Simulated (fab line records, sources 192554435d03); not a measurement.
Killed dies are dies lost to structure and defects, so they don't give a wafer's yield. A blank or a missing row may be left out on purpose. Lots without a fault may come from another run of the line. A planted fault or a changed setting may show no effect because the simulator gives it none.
A struck lot beside a sound one | flow n5_finfet | 37 steps out of a route of 1938
Sound: wafers L254.2, L254.3, L254.5. Struck: wafers L270.1, L270.3, L270.4. The cause comes at the end.
At each step with rows: each side's tool, then ch and its chambers, then its first start. Under that, the readings that differ: sound wafers | struck wafers | difference of the means | sigmas: that difference in standard deviations of wafers without a fault.
alike: readings whose means differ by less than 2 such deviations, and words and numbers that are the same on both sides. not compared: withheld readings, readings that some wafer has no value for, bounds like >300 that may hide the same value, and numbers for which the record gives no deviation and whose values overlap.
The two part at a step that has a row with sigmas, a row that says differs or no value, or rows on one side only. Numbers that don't overlap but have no deviation are shown without sigmas and don't part them. A reading that every wafer of one side lacks parts them only if that side has two wafers or more.

first, 9 steps without rows for these wafers: N5_GATE_CUT_COAT_07 (resist thk 30 nm); N5_GATE_CUT_EBR_09; N5_GATE_CUT_SOFTBAKE_08 (time 60 s); N5_GATE_CUT_EXPOSE_10 (exposes mask GATE CUT, target cd 20 nm); N5_GATE_CUT_PEB_11 (peb time 60 s); N5_GATE_CUT_DEVELOP_12 (develop time 30 s); N5_GATE_CUT_DESCUM_18 (chemistry O2, time 7 s); N5_GATE_CUT_ETCH_28 (etches underlayer in N2/H2, target depth 13 nm, time 10.4 s); N5_GATE_CUT_ETCH_36 (etches SiARC in CF4, target depth 13 nm, time 21.7 s).
N5_GATE_CUT_ETCH_37: etches SOC in N2/H2, target depth 60 nm, overetch 12 nm, time 90 s.
  sound on rie_diel-05 ch 1,2, day 4 13:02; struck on rie_diel-04 ch 0,1, day 8 10:29
  alike: drypump_motor_current_A, n2_flow_sccm, oes_product_au, rf_vpp_V, showerhead_plenum_p_Torr, throttle_valve_pct
  not compared: rf_hours_counter_h
then, 26 steps without rows for these wafers: N5_GATE_CUT_STRIP_38 (strips in N2/H2); N5_GATE_CUT_STRIP_39 (strips in N2/H2); N5_GATE_CUT_HM_OPEN_40 (chemistry C4F6/O2, target SiO2, target depth 139 nm, time 85.1 s); N5_GATE_CUT_STRIP_41 (strips in CF4); N5_GATE_CUT_STRIP_42 (strips in O2); N5_GATE_CUT_ETCH_19 (etches SiNx in CH3F/O2, target depth 53.7 nm, time 76.7 s); N5_GATE_CUT_CUT_ETCH_53 (etches W in SF6/Cl2, target depth 79.2 nm); N5_GATE_CUT_CUT_ETCH_54 (etches TiN in Cl2/BCl3, target depth 96.7 nm); N5_GATE_CUT_CUT_ETCH_55 (etches HfO2 in BCl3, target depth 3.2 nm); N5_GATE_CUT_ETCH_47 (etches SiO2 in Cl2/BCl3, target depth 10 nm); N5_GATE_CUT_VAPOR_ETCH_48 (etches TiN in BCl3/Cl2); N5_GATE_CUT_VAPOR_ETCH_49 (etches TiAlC in BCl3/Cl2); N5_GATE_CUT_VAPOR_ETCH_51 (etches HfO2 in BCl3/Cl2); N5_GATE_CUT_STRIP_21 (strips in N2/H2, time 30 s); N5_GATE_CUT_STRIP_29 (strips in post etch residue remover, time 60 s); N5_GATE_CUT_SRD_52 (time 30 s); N5_GATE_CUT_ALD_22 (deposits SiNx, target thk 16 nm, pulse time 1 s, ald cycles 320); N5_GATE_CUT_CMP_23 (polishes, stops on SiO2, t overpolish 23.4 s, target thk 16 nm); N5_GATE_CUT_CMP_43 (polishes SiO2); N5_GATE_CUT_CMP_61 (polishes, stops on SiNx, t overpolish 3 s); N5_MOL_CONTACT_COAG_COAT_103 (time 60 s, resist thk 80 nm); N5_MOL_CONTACT_COAG_COAT_104 (time 60 s, resist thk 12 nm); N5_MOL_CONTACT_COAG_COAT_58 (time 60 s, resist thk 10 nm); N5_MOL_CONTACT_COAG_COAT_02 (resist thk 30 nm); N5_MOL_CONTACT_COAG_EBR_04; N5_MOL_CONTACT_COAG_SOFTBAKE_03 (time 60 s).
-- the record jumps here: 8 days lie between the struck wafers' starts before and after (it left off in module MOL_CONTACT_COAG and takes up again in module PASSIVATION, whose first step shown is number 1936 of the route) --
N5_PASSIVATION_PROBE_49:
  the record has rows for the struck wafers here (prober-02, day 16 08:13) and none for the sound ones

WHERE THEY PART
Only at N5_PASSIVATION_PROBE_49, within this record.

WHY: what the simulator had put in
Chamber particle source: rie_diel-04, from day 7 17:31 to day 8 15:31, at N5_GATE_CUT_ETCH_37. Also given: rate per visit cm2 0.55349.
